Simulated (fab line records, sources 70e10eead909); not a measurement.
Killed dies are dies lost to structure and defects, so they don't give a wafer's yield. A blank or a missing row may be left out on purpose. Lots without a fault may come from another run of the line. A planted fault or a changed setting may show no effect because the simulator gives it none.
A struck lot beside a sound one | flow nand_harc | 14 steps out of a route of 1159
Sound: wafers L356.1, L356.5, L356.6. Struck: wafers L360.1, L360.2, L360.3. The cause comes at the end.
At each step with rows: each side's tool, then ch and its chambers, then its first start. Under that, the readings that differ: sound wafers | struck wafers | difference of the means | sigmas: that difference in standard deviations of wafers without a fault.
alike: readings whose means differ by less than 2 such deviations, and words and numbers that are the same on both sides. not compared: withheld readings, readings that some wafer has no value for, bounds like >300 that may hide the same value, and numbers for which the record gives no deviation and whose values overlap.
The two part at a step that has a row with sigmas, a row that says differs or no value, or rows on one side only. Numbers that don't overlap but have no deviation are shown without sigmas and don't part them. A reading that every wafer of one side lacks parts them only if that side has two wafers or more.

first, 1 step without rows for these wafers: NHARC_P_GATE_IMPLANT_94.
NHARC_P_GATE_STRIP_113: strips in N2/H2, time 740 s.
  sound on plasma_asher-01 ch 0,1, day 7 04:38; struck on plasma_asher-01 ch 0,1, day 8 17:37
  alike: drypump_motor_current_A, heater_power_w
  not compared: rf_hours_counter_h
NHARC_P_GATE_STRIP_95: strips in O2.
  sound on plasma_asher-01 ch 0,1, day 7 05:20; struck on plasma_asher-01 ch 0,1, day 8 18:20
  alike: drypump_motor_current_A, heater_power_w
  not compared: rf_hours_counter_h
then, 1 step without rows for these wafers: NHARC_P_GATE_STRIP_96 (strips in SPM, time 900 s).
NHARC_P_GATE_RTA_64: time 1 s.
  sound on rtp_anneal-01 ch 0, day 7 05:55; struck on rtp_anneal-01 ch 0, day 8 18:54
  alike: anneal_temp_c_max, lamp_power_pct, wafer_temp_C_max
then, 1 step without rows for these wafers: NHARC_P_GATE_ETCH_77 (etches SiO2 in dHF, target depth 6 nm).
NHARC_P_GATE_DEGAS_109: time 60 s.
  sound on pvd_sputter-03, day 7 06:13; struck on pvd_sputter-01, day 8 19:14
  alike: heater_power_w, susceptor_temp_C
then, 3 steps without rows for these wafers: NHARC_P_GATE_PRE_CLEAN_110 (time 30 s); NHARC_P_GATE_SPUTTER_78 (material Ni, target thk 10 nm); NHARC_P_GATE_SPUTTER_79 (material TiN, target thk 10 nm).
NHARC_P_GATE_RTA_80: time 30 s.
  sound on rtp_anneal-01 ch 0, day 7 06:31; struck on rtp_anneal-01 ch 0, day 8 19:31
  alike: anneal_temp_c_max, wafer_temp_C_max
then, 1 step without rows for these wafers: NHARC_P_GATE_STRIP_67 (strips in SPM, time 600 s).
NHARC_P_GATE_RTA_82: time 30 s.
  sound on rtp_anneal-01 ch 0, day 7 07:14; struck on rtp_anneal-01, day 8 19:59
  no value came back on the struck wafers for anneal_temp_c_max, lamp_power_pct (%), wafer_temp_C_max; on the sound wafers anneal_temp_c_max reads 452.4 452.1 452.1
NHARC_P_GATE_INSPECT_68:
  sound on defect_inspect-02, day 7 07:25; struck on defect_inspect-01, day 8 20:11
  alike: raw_defect_count

WHERE THEY PART
Only at NHARC_P_GATE_RTA_82, within this record. Later steps at which nothing parts them and some readings are alike: NHARC_P_GATE_INSPECT_68.

WHY: what the simulator had put in
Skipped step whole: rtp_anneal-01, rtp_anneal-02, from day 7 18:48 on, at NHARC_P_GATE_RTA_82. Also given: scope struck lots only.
